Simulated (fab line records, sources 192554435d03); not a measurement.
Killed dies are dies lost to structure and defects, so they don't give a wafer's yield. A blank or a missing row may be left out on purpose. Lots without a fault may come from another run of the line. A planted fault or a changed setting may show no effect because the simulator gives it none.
Which tool did it? | flow n5_finfet | 9 lots, 27 wafers sampled, at 5 steps of a route of 1938

WHAT THE GAUGES READ, wafer by wafer
N5_BEOL_M4_RC_MEAS_101. Usual: DIBL_N 37.3 mV/V, standard deviation 2.3; DIBL_P 37.4 mV/V, standard deviation 2.9; IOFF_N 0.18 nA/um, standard deviation 0.045; IOFF_P 0.25 nA/um, standard deviation 0.054; ION_N 679 uA/um, standard deviation 15; ION_P 468 uA/um, standard deviation 9.7; SS_N 71.8 mV/dec, standard deviation 0.62; SS_P 73.6 mV/dec, standard deviation 0.76; VT_N 248 mV, standard deviation 4.1; VT_P -248 mV, standard deviation 3.6.
lot  | measured     | on        | DIBL_N (mV/V)  | DIBL_P (mV/V)  | IOFF_N (nA/um) | IOFF_P (nA/um) | ION_N (uA/um) | ION_P (uA/um) | SS_N (mV/dec)  | SS_P (mV/dec)  | VT_N (mV)   | VT_P (mV)      | flag
L800 | day 8 14:34  | prober-01 | 36.8 36.2 37.5 | 37.7 35.5 37.9 | 0.16 0.14 0.17 | 0.26 0.24 0.28 | 687 669 689   | 483 466 482   | 72.0 71.4 71.9 | 74.3 73.4 73.8 | 247 251 246 | -246 -245 -246 |
L806 | day 9 07:28  | prober-01 | 35.1 37.2 37.0 | 35.3 38.0 37.3 | 0.15 0.19 0.19 | 0.22 0.27 0.26 | 687 687 687   | 473 472 470   | 71.1 72.2 71.5 | 73.1 73.1 73.8 | 246 245 245 | -248 -245 -247 |
L805 | day 9 22:19  | prober-02 | 34.8 36.0 33.0 | 33.3 36.1 31.3 | 0.13 0.16 0.11 | 0.20 0.25 0.18 | 670 673 672   | 466 460 465   | 70.5 71.8 70.0 | 74.2 74.5 73.2 | 250 247 253 | -251 -249 -251 |
L807 | day 10 00:09 | prober-02 | 40.4 38.3 38.9 | 39.5 36.6 38.0 | 0.25 0.18 0.20 | 0.31 0.26 0.27 | 708 667 701   | 483 464 481   | 72.6 71.1 72.2 | 74.4 73.6 73.5 | 242 246 245 | -243 -245 -245 |
L817 | day 12 10:14 | prober-01 | 38.1 39.1 36.4 | 38.7 39.5 35.6 | 0.18 0.20 0.16 | 0.23 0.24 0.19 | 679 674 685   | 459 458 465   | 72.0 71.9 71.9 | 73.5 73.8 73.0 | 246 246 249 | -250 -250 -252 |
L819 | day 13 04:02 | prober-01 | 38.4 36.2 38.8 | 38.8 35.8 39.9 | 0.19 0.15 0.20 | 0.27 0.22 0.29 | 677 662 677   | 475 462 469   | 71.7 71.6 72.2 | 73.7 72.5 73.6 | 246 252 248 | -244 -245 -245 |
L820 | day 13 07:53 | prober-02 | 40.7 35.8 39.5 | 41.8 35.6 41.2 | 0.23 0.14 0.22 | 0.30 0.20 0.28 | 679 662 677   | 467 462 464   | 72.8 71.7 73.2 | 73.9 73.1 74.6 | 244 252 246 | -248 -252 -249 |
L821 | day 13 12:40 | prober-01 | 38.2 38.9 34.8 | 37.6 41.0 34.9 | 0.17 0.22 0.12 | 0.22 0.31 0.19 | 663 688 654   | 455 470 460   | 72.4 72.6 71.5 | 73.6 74.6 73.9 | 254 244 257 | -252 -246 -251 |
L822 | day 13 13:46 | prober-02 | 38.2 37.2 34.7 | 36.8 36.0 33.0 | 0.19 0.18 0.13 | 0.30 0.26 0.21 | 680 681 675   | 476 468 472   | 71.5 71.3 71.0 | 73.7 73.0 72.6 | 246 246 251 | -242 -246 -248 |

WHICH TOOL RAN EACH LOT (tool, then ch and the chambers of the sampled wafers, then the start)
lot  | N5_MOL_CONTACT_COAG_ETCH_91        | N5_MOL_CONTACT_COAG_STRIP_119        | N5_MOL_CONTACT_COAG_STRIP_49         | N5_BEOL_M0_SAQP_HM_DEP_02
L800 | rie_diel-02 ch 0,1,3, day 5 17:57  | plasma_asher-02 ch 0,1, day 5 18:16  | plasma_asher-01 ch 0,1, day 5 19:47  | pvd_sputter-03, day 6 02:09
L806 | rie_diel-02 ch 0,2, day 6 19:30    | plasma_asher-02 ch 0,1, day 6 19:49  | plasma_asher-02 ch 0, day 6 21:23    | pvd_sputter-03, day 7 03:56
L805 | rie_diel-04 ch 0,1,2, day 7 03:29  | plasma_asher-02 ch 0,1, day 7 03:49  | plasma_asher-02 ch 0,1, day 7 05:36  | pvd_sputter-03, day 7 10:17
L807 | rie_diel-02 ch 1,2, day 7 07:49    | plasma_asher-02 ch 0,1, day 7 08:08  | plasma_asher-02 ch 0,1, day 7 09:45  | pvd_sputter-01, day 7 15:28
L817 | rie_diel-02 ch 1,2,3, day 9 18:38  | plasma_asher-01 ch 0,1, day 9 18:57  | plasma_asher-02 ch 0,1, day 9 20:20  | pvd_sputter-03, day 10 01:11
L819 | rie_diel-02 ch 0,1,2, day 10 02:11 | plasma_asher-01 ch 1, day 10 02:30   | plasma_asher-02 ch 0,1, day 10 04:05 | pvd_sputter-02, day 10 09:34
L820 | rie_diel-02 ch 2,3, day 10 08:15   | plasma_asher-01 ch 0,1, day 10 08:34 | plasma_asher-02 ch 0,1, day 10 09:51 | pvd_sputter-02, day 10 15:02
L821 | rie_diel-04 ch 0,1,2, day 10 18:48 | plasma_asher-01 ch 0,1, day 10 19:08 | plasma_asher-01 ch 0,1, day 10 20:25 | pvd_sputter-02, day 11 01:31
L822 | rie_diel-06 ch 1,2,3, day 11 00:20 | plasma_asher-02 ch 0,1, day 11 00:40 | plasma_asher-02 ch 0,1, day 11 02:14 | pvd_sputter-01, day 11 07:31
- N5_MOL_CONTACT_COAG_ETCH_91: etches SOC in N2/H2, target depth 60 nm, overetch 21 nm, time 101.2 s.
- N5_MOL_CONTACT_COAG_STRIP_119: strips in N2/H2, time 30 s.
- N5_MOL_CONTACT_COAG_STRIP_49: strips in N2/H2, time 30 s.
- N5_BEOL_M0_SAQP_HM_DEP_02: deposits TiN, target thk 12 nm.

WHAT THE TOOLS THEMSELVES READ (means of the sampled wafers that have a number; where no wafer has one, the mark that the record gives instead)
N5_MOL_CONTACT_COAG_ETCH_91. Usual: drypump_motor_current_A 5.6 A, standard deviation 0.42; oes_product_au 0.65 a.u., standard deviation 0.063; rf_vpp_V 523.3 V, standard deviation 2.2; showerhead_plenum_p_Torr 2.52 Torr, standard deviation 0.08; throttle_valve_pct 17.86 %, standard deviation 0.24.
lot  | tool        | drypump_motor_current_A (A) | oes_product_au (a.u.) | rf_vpp_V (V) | showerhead_plenum_p_Torr (Torr) | throttle_valve_pct (%) | flag
L800 | rie_diel-02 | 5.6                         | 0.66                  | 523.5        | 2.52                            | 17.76                  |
L806 | rie_diel-02 | 5.5                         | 0.62                  | 525.6        | 2.63                            | 17.72                  |
L805 | rie_diel-04 | 5.7                         | 0.62                  | 523.0        | 2.53                            | 17.97                  |
L807 | rie_diel-02 | 5.4                         | 0.61                  | 523.1        | 2.49                            | 17.66                  |
L817 | rie_diel-02 | 5.2                         | 0.65                  | 522.6        | 2.52                            | 17.86                  |
L819 | rie_diel-02 | 5.5                         | 0.60                  | 524.4        | 2.55                            | 17.73                  |
L820 | rie_diel-02 | 4.9                         | 0.65                  | 525.1        | 2.59                            | 17.95                  |
L821 | rie_diel-04 | 5.7                         | 0.60                  | 523.7        | 2.52                            | 18.02                  |
L822 | rie_diel-06 | 5.7                         | 0.68                  | 522.8        | 2.49                            | 18.03                  |

N5_MOL_CONTACT_COAG_STRIP_119. Usual: drypump_motor_current_A 5.8 A, standard deviation 0.45; h2_flow_sccm 3249 sccm, standard deviation 9.5; heater_power_w 333 W, standard deviation 9.2.
lot  | tool            | drypump_motor_current_A (A) | h2_flow_sccm (sccm) | heater_power_w (W) | flag
L800 | plasma_asher-02 | 5.9                         | 3247                | 331                |
L806 | plasma_asher-02 | 5.9                         | 3244                | 335                |
L805 | plasma_asher-02 | 5.9                         | 3249                | 334                |
L807 | plasma_asher-02 | 6.2                         | 3249                | 331                |
L817 | plasma_asher-01 | 5.3                         | 3254                | 336                |
L819 | plasma_asher-01 | 5.3                         | 3247                | 342                |
L820 | plasma_asher-01 | 5.4                         | 3253                | 333                |
L821 | plasma_asher-01 | 5.4                         | 3255                | 333                |
L822 | plasma_asher-02 | 5.9                         | 3257                | 332                |

N5_MOL_CONTACT_COAG_STRIP_49. Usual: drypump_motor_current_A 5.7 A, standard deviation 0.45; h2_flow_sccm 3249 sccm, standard deviation 10; heater_power_w 332 W, standard deviation 9.4.
lot  | tool            | drypump_motor_current_A (A) | h2_flow_sccm (sccm) | heater_power_w (W) | flag
L800 | plasma_asher-01 | 5.4                         | 3240                | 330                |
L806 | plasma_asher-02 | 6.4                         | 3261                | 334                |
L805 | plasma_asher-02 | -                           | -                   | -                  | OFF
L807 | plasma_asher-02 | -                           | -                   | -                  | OFF
L817 | plasma_asher-02 | 6.2                         | 3254                | 335                |
L819 | plasma_asher-02 | 6.2                         | 3241                | 331                |
L820 | plasma_asher-02 | 6.2                         | 3243                | 331                |
L821 | plasma_asher-01 | 5.3                         | 3244                | 345                |
L822 | plasma_asher-02 | 6.0                         | 3246                | 331                |

N5_BEOL_M0_SAQP_HM_DEP_02. Usual: substrate_temp_c 25.00 C, standard deviation 0.11; susceptor_temp_C 25.00 C, standard deviation 0.11; throttle_valve_pct 29.9 %, standard deviation 1.1.
lot  | tool           | substrate_temp_c (C) | susceptor_temp_C (C) | throttle_valve_pct (%) | flag
L800 | pvd_sputter-03 | 25.17                | 24.96                | 29.3                   |
L806 | pvd_sputter-03 | 24.90                | 25.01                | 29.1                   |
L805 | pvd_sputter-03 | 25.05                | 25.03                | 29.1                   |
L807 | pvd_sputter-01 | 24.99                | 24.94                | 30.6                   |
L817 | pvd_sputter-03 | 25.06                | 24.95                | 29.1                   |
L819 | pvd_sputter-02 | 24.98                | 25.09                | 30.0                   |
L820 | pvd_sputter-02 | 24.98                | 24.97                | 29.9                   |
L821 | pvd_sputter-02 | 24.93                | 25.06                | 30.0                   |
L822 | pvd_sputter-01 | 24.93                | 25.07                | 30.4                   |

THE ANSWER, worked out from the rows above alone
Rule: a lot is off if the mean of its wafers that have a number lies more than 3 standard deviations from the usual mean. A lot without any number at a reading at which 4 lots or more have one is off too. The other lots that the step has rows for count as sound. The gauges are gone through in route order, then the tools' own readings, and for those a lot's mean is taken as printed above. The first step at which some lot is off is used, and at that step the reading that is off furthest; a lot without a number counts as furthest.
Off: L805, L807, at N5_MOL_CONTACT_COAG_STRIP_49 (drypump_motor_current_A). Without a number there: L805, L807.
A tool fits if, at that step or a process step before it, it ran every lot that is off, and no sound lot after the first of them. None of those tried fits.

WHAT THE SIMULATOR HAD PUT IN
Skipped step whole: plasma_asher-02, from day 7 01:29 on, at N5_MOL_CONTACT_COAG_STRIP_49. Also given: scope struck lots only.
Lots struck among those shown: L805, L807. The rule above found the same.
